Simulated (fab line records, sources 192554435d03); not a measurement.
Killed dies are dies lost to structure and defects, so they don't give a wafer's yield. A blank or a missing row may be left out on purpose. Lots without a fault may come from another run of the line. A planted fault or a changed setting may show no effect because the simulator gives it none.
fab line records | flow n5_finfet
record lots=11 wafers=33 last_day=17
route steps=1938 shown BEOL_M15@1817
lots that met no fault: from a run of the same line without faults
start_h: hours from the record's first day to the start of the lot's first wafer shown | wait_h: hours since the lot's step before | " the same as in the row above | L1.1+2: a row that stands for several wafers | - no value, or no start given | * or withheld: withheld | < > ~ a bound
route shown NAME@n: a module of which the file shows steps, and the number in the route of the first | usual: mean/standard deviation of fault-free wafers | same: alike in all rows | chamber/n: place in a boat | sites: the reading at each site | _std_site: their standard deviation | _edge_site: outer sites' mean less inner sites' | radius_mm: how far each site lies from the wafer's centre | mask NAME#n: copy n | behind: the tool/chamber that last shaped the wafer | hold: why the lot was held/for how many hours/how that ended | device: the transistor (n, p or np) that didn't switch | end of line: the same wafers' tests at the end of the route | a step without rows: its recipe alone | killed: dies lost to structure and defects at the first sort, not the wafer's yield | map: a wafer's dies, x killed, . not, _ none there
set.NAME: the setting as run; set.NAME@STEP: as run at that earlier step | model.NAME: the simulator's own value behind a step, which no gauge read
steps of the route over a sample of lots; a table a step, a row a wafer
services: from which hour (start_h, from the record's first day; less than 0 if before it) a tool's chamber was out of use, for how many hours, and why
## steps
# step N5_BEOL_M15_DEGAS_41
# recipe ambient=vacuum temp_c=300 time_s=60
# usual heater_power_w=458/19
# columns lot.wafer tool chamber start_h wait_h heater_power_w
L632.2 pvd_sputter-03 - 281.14 0.2 468
L632.3 " - " " 463
L632.5 " - " " 471
L633.2 pvd_sputter-03 - 292.18 0.2 467
L633.4 " - " " 454
L633.6 " - " " 457
L635.2 pvd_sputter-02 - 297.88 0.2 479
L635.4 " - " " 462
L635.6 " - " " 494
L634.1 pvd_sputter-02 - 316.19 1.4 491
L634.2 " - " " 444
L634.5 " - " " 453
L637.1 pvd_sputter-01 - 316.74 0.2 469
L637.2 " - " " 432
L637.4 " - " " 401
L639.2 pvd_sputter-03 - 335.27 0.1 456
L639.3 " - " " 463
L639.5 " - " " 455
L640.1 pvd_sputter-03 - 340.87 0.7 466
L640.3 " - " " 466
L640.4 " - " " 459
L641.1 pvd_sputter-03 - 344.80 0.4 448
L641.3 " - " " 467
L641.5 " - " " 462
L643.1 pvd_sputter-03 - 363.83 0.1 443
L643.4 " - " " 466
L643.5 " - " " 475
L646.2 pvd_sputter-03 - 376.37 0.4 462
L646.3 " - " " 462
L646.5 " - " " 470
L650.1 pvd_sputter-01 - 400.01 0.3 432
L650.5 " - " " 400
L650.6 " - " " 438
# step N5_BEOL_M15_SPUTTER_43
# recipe material=TaN target_thk_a=150 temp_c=50 bias_v=168.6 power_w=15000 chamber_pressure_pa=0.12 time_s=24.19
# usual cathode_dc_power_W=15000/2.5 throttle_valve_pct=30.6/1.1
# columns lot.wafer tool chamber start_h wait_h cathode_dc_power_W throttle_valve_pct
L632.2 pvd_sputter-03 - 281.22 0.0 15000 32.0
L632.3 " - " " 14996 29.9
L632.5 " - " " 15003 31.5
L633.2 pvd_sputter-03 - 292.26 0.0 15004 31.8
L633.4 " - " " 14999 29.4
L633.6 " - " " 14999 32.4
L635.2 pvd_sputter-02 - 297.96 0.0 15000 29.8
L635.4 " - " " 15000 30.0
L635.6 " - " " 15005 29.7
L634.1 pvd_sputter-02 - 316.27 0.0 14997 29.9
L634.2 " - " " 15003 29.5
L634.5 " - " " 15001 29.4
L637.1 pvd_sputter-01 - 316.82 0.0 15000 30.3
L637.2 " - " " 14996 30.7
L637.4 " - " " 14999 30.1
L639.2 pvd_sputter-03 - 335.35 0.0 15001 29.4
L639.3 " - " " 14997 29.9
L639.5 " - " " 14999 29.2
L640.1 pvd_sputter-03 - 340.95 0.0 15002 32.4
L640.3 " - " " 15000 31.9
L640.4 " - " " 14999 29.9
L641.1 pvd_sputter-03 - 344.88 0.0 14999 29.2
L641.3 " - " " 15000 29.5
L641.5 " - " " 14998 29.6
L643.1 pvd_sputter-03 - 363.91 0.0 14999 32.4
L643.4 " - " " 14998 30.0
L643.5 " - " " 15000 31.8
L646.2 pvd_sputter-03 - 376.45 0.0 15002 31.7
L646.3 " - " " 15000 30.0
L646.5 " - " " 15001 31.6
L650.1 pvd_sputter-01 - 400.09 0.0 14998 30.4
L650.5 " - " " 14998 30.2
L650.6 " - " " 15000 30.3
# step N5_BEOL_M15_SPUTTER_44
# recipe material=Ta target_thk_a=150 temp_c=50 bias_v=80 power_w=15000 chamber_pressure_pa=0.07 time_s=24.19
# usual cathode_dc_power_W=15000/2.7 throttle_valve_pct=30.5/1.1
# columns lot.wafer tool chamber start_h wait_h cathode_dc_power_W throttle_valve_pct
L632.2 pvd_sputter-03 - 281.30 0.0 15000 31.7
L632.3 " - " " 14995 29.8
L632.5 " - " " 15002 31.7
L633.2 pvd_sputter-03 - 292.34 0.0 15003 31.7
L633.4 " - " " 15000 29.3
L633.6 " - " " 14996 32.6
L635.2 pvd_sputter-02 - 298.04 0.0 14998 29.9
L635.4 " - " " 15001 30.1
L635.6 " - " " 15000 29.8
L634.1 pvd_sputter-02 - 316.35 0.0 14995 29.9
L634.2 " - " " 15001 29.3
L634.5 " - " " 14997 29.5
L637.1 pvd_sputter-01 - 316.90 0.0 14998 30.3
L637.2 " - " " 15003 30.7
L637.4 " - " " 14998 30.1
L639.2 pvd_sputter-03 - 335.43 0.0 14999 29.3
L639.3 " - " " 14995 29.9
L639.5 " - " " 15002 29.2
L640.1 pvd_sputter-03 - 341.03 0.0 14996 32.3
L640.3 " - " " 15001 31.6
L640.4 " - " " 14995 29.6
L641.1 pvd_sputter-03 - 344.96 0.0 15004 29.3
L641.3 " - " " 15000 29.5
L641.5 " - " " 15001 29.8
L643.1 pvd_sputter-03 - 363.99 0.0 15005 32.5
L643.4 " - " " 15001 29.7
L643.5 " - " " 15005 31.6
L646.2 pvd_sputter-03 - 376.53 0.0 14996 31.8
L646.3 " - " " 15000 30.0
L646.5 " - " " 14999 31.9
L650.1 pvd_sputter-01 - 400.17 0.0 14996 30.6
L650.5 " - " " 15001 30.1
L650.6 " - " " 15002 30.3
# step N5_BEOL_M15_CMP_49
# recipe stop_on=SiO2 t_overpolish_s=4.9 down_force_psi=2 platen_rpm=80 clearing_platen_down_force_psi=2 clearing_platen_rpm=80 post_cmp_clean=cu_alkaline target_thk_nm=850 clearing_platen_pad_velocity_m_s=1.5917 pad_velocity_m_s=1.5917
# usual barrier_field_endpoint_s=11.37/0.22 clearing_platen_down_force_psi=2.000/0.0034 clearing_platen_rpm=80.00/0.043 motor_current_A=8.1/0.59
# columns lot.wafer tool chamber start_h wait_h barrier_field_endpoint_s clearing_platen_down_force_psi clearing_platen_rpm motor_current_A
L632.3 cmp-03 3 282.04 0.2 11.41 1.997 80.06 7.8
L632.2 " 1 " " 11.53 1.995 80.01 6.8
L632.5 " 0 " " 11.58 1.999 80.07 7.7
L633.2 cmp-01 2 293.08 0.2 11.58 2.000 79.94 7.4
L633.4 " 1 " " 11.24 2.007 80.02 9.1
L633.6 " 3 " " 11.37 1.998 79.98 9.4
L635.4 cmp-03 2 299.19 0.2 11.60 2.003 79.97 9.3
L635.2 " 3 " " 11.33 1.995 80.01 7.5
L635.6 " 1 " " 11.74 1.999 80.04 6.9
L634.1 cmp-01 3 317.36 0.3 11.39 2.000 80.00 8.6
L634.2 " 0 " " 10.93 1.998 80.00 8.0
L634.5 " 2 " " 11.30 2.002 80.05 7.7
L637.1 cmp-03 2 317.84 0.3 11.30 2.003 80.01 8.9
L637.4 " 3 " " 11.21 2.004 80.08 7.8
L637.2 " 0 " " 11.02 2.000 79.99 7.9
L639.3 cmp-02 1 336.16 0.2 11.63 1.997 79.99 7.8
L639.2 " 0 " " 11.37 1.998 79.98 8.1
L639.5 " 1 " " 11.47 1.997 79.97 7.7
L640.1 cmp-01 0 341.84 0.3 11.21 2.000 79.89 8.4
L640.4 " 1 " " 11.35 1.998 79.98 9.0
L640.3 " 2 " " 11.49 1.994 79.97 7.6
L641.1 cmp-02 1 345.73 0.3 11.44 2.003 79.99 7.5
L641.3 " 3 " " 11.58 2.005 80.07 8.6
L641.5 " 0 " " 11.18 2.002 80.01 7.8
L643.4 cmp-02 1 364.89 0.1 11.90 1.999 80.00 7.9
L643.1 " 3 " " 11.69 1.997 80.05 7.9
L643.5 " 2 " " 11.63 1.999 79.98 7.6
L646.2 cmp-01 0 377.28 0.2 11.70 1.999 80.02 8.4
L646.3 " 2 " " 11.19 2.001 79.97 7.5
L646.5 " 0 " " 9.79 2.000 79.99 7.4
L650.1 cmp-02 0 401.02 0.4 11.39 1.991 79.95 8.0
L650.6 " 1 " " 11.57 2.001 79.96 7.4
L650.5 " 2 " " 11.15 2.000 79.97 8.2
# step N5_BEOL_M15_DEP_53
# recipe material=SiCN target_thk_a=500 temp_c=withheld precursor=3MS/NH3 pressure_torr=3 rf_w=675 time_s=17.8
# usual showerhead_plenum_p_Torr=4.153/0.016 throttle_valve_pct=18.0/0.4
# columns lot.wafer tool chamber start_h wait_h showerhead_plenum_p_Torr throttle_valve_pct
L632.2 pecvd-02 1 282.40 0.0 4.158 17.8
L632.3 " 0 " " 4.150 17.9
L632.5 " 2 " " 4.163 17.2
L633.2 pecvd-04 0 293.44 0.0 4.157 18.0
L633.4 " 0 " " 4.168 18.0
L633.6 " 1 " " 4.127 18.5
L635.2 pecvd-04 0 299.51 0.0 4.165 18.0
L635.4 " 0 " " 4.168 18.0
L635.6 " 1 " " 4.134 18.2
L634.1 pecvd-02 2 317.68 0.0 4.158 17.6
L634.2 " 1 " " 4.160 17.7
L634.5 " 0 " " 4.149 18.2
L637.1 pecvd-03 2 318.16 0.0 4.147 17.9
L637.2 " 1 " " 4.138 18.9
L637.4 " 0 " " 4.170 18.5
L639.2 pecvd-04 2 336.52 0.0 4.141 18.2
L639.3 " 0 " " 4.160 18.1
L639.5 " 1 " " 4.124 18.2
L640.1 pecvd-02 0 342.20 0.0 4.143 18.2
L640.3 " 2 " " 4.161 17.1
L640.4 " 1 " " 4.169 17.6
L641.1 pecvd-02 2 346.05 0.0 4.161 17.6
L641.3 " 1 " " 4.169 17.4
L641.5 " 2 " " 4.168 17.4
L643.1 pecvd-04 1 365.24 0.0 4.145 18.2
L643.4 " 2 " " 4.139 18.0
L643.5 " 0 " " 4.161 18.0
L646.2 pecvd-04 1 377.64 0.0 4.127 18.4
L646.3 " 2 " " 4.134 18.2
L646.5 " 2 " " 4.138 18.0
L650.1 pecvd-03 0 401.28 0.0 4.177 18.8
L650.5 " 2 " " 4.136 18.2
L650.6 " 0 " " 4.183 18.5
## services
# columns tool chamber start_h hours kind
pecvd-04 2 263.06 2.1 scheduled_down
cmp-02 - 283.74 4.0 pm
pvd_sputter-01 - 283.92 0.7 repair
cmp-02 - 287.74 - consumable_replace:conditioner
cmp-02 - 287.74 - consumable_replace:pad
cmp-03 - 289.82 0.5 repair
cmp-01 - 298.50 4.0 pm
cmp-01 - 302.50 - consumable_replace:conditioner
cmp-01 - 302.50 - consumable_replace:pad
cmp-01 - 304.50 4.9 pm
pecvd-02 - 307.15 0.7 repair
pecvd-04 1 324.98 5.5 scheduled_down
pecvd-02 1 356.11 8.4 repair
pvd_sputter-02 - 359.51 2.0 repair
pecvd-04 - 398.77 2.8 pm
cmp-03 - 400.43 0.6 repair
pecvd-03 1 400.93 6.8 repair
## key
first_sign step=N5_BEOL_M15_CMP_49 reading=barrier_field_endpoint_s direction=down sigmas=7.1 usual=11.37 struck=9.79
effect none on later readings
met_at N5_BEOL_M15_SPUTTER_44
struck_lots L646
struck_wafers L646.5
not_acting_at N5_BEOL_M15_DEGAS_41,N5_BEOL_M15_SPUTTER_43,N5_BEOL_M15_DEP_53
onset_between 363.99 376.53
fault kind=process_parameter_drift tool=pvd_sputter-03 chamber=- onset_h=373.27 steps=N5_BEOL_M15_SPUTTER_44 channel=time_s offset=* shape=step end_h=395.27 scope=struck_wafers_only acts_in=* stated=*
